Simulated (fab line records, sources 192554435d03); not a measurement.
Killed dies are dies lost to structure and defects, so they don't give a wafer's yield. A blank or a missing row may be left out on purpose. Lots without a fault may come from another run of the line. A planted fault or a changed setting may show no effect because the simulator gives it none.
Chamber matching | flow n5_finfet | N5_FIN_CUT_ETCH_30 on rie_diel-01: 4 sister chambers
The step etches underlayer in N2/H2, target depth 13 nm, time 10.4 s. 4 wafers are shown with their chamber, then 8 later ones without.

WAFERS WITH THEIR CHAMBER
wafer  | chamber | showerhead_plenum_p_Torr (Torr)
L075.5 | 3       | 2.63
L079.6 | 1       | 2.40
L083.4 | 2       | 2.66
L091.4 | 0       | 2.62

WAFERS WITHOUT THEIR CHAMBER
wafer  | showerhead_plenum_p_Torr (Torr)
L091.5 | 2.62
L091.6 | 2.62
L092.1 | 2.71
L092.4 | 2.62
L092.6 | 2.65
L097.1 | 2.61
L097.4 | 2.64
L097.5 | 2.61

WHICH CHAMBER EACH WENT THROUGH
wafer  | from the rows above          | in truth
L091.5 | can't be placed: 0 or 3      | 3
L091.6 | can't be placed: 0 or 3      | 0
L092.1 | can't be placed: 2 or 3      | 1
L092.4 | can't be placed: 0 or 3      | 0
L092.6 | can't be placed: 2 or 3 or 0 | 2
L097.1 | can't be placed: 0 or 3      | 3
L097.4 | can't be placed: 3 or 0 or 2 | 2
L097.5 | can't be placed: 0 or 3      | 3
Placed correctly: 0 of 8. Can't be placed from these rows: 8 (the true chamber is among the candidates in 7). Placed wrongly: 0.
How it was worked out, from the rows above alone: a wafer's distance from a chamber is the root of the sum, over the readings, of the square of ((its reading less the chamber's mean) divided by the reading's scatter). The wafer belongs to the nearest chamber; if the next one is less than 2 further off, it can't be placed. A chamber's mean is the mean of its shown wafers. The scatter: with one shown wafer a chamber, the root of the mean of the squares of how far each hidden wafer lies from its nearest shown one.
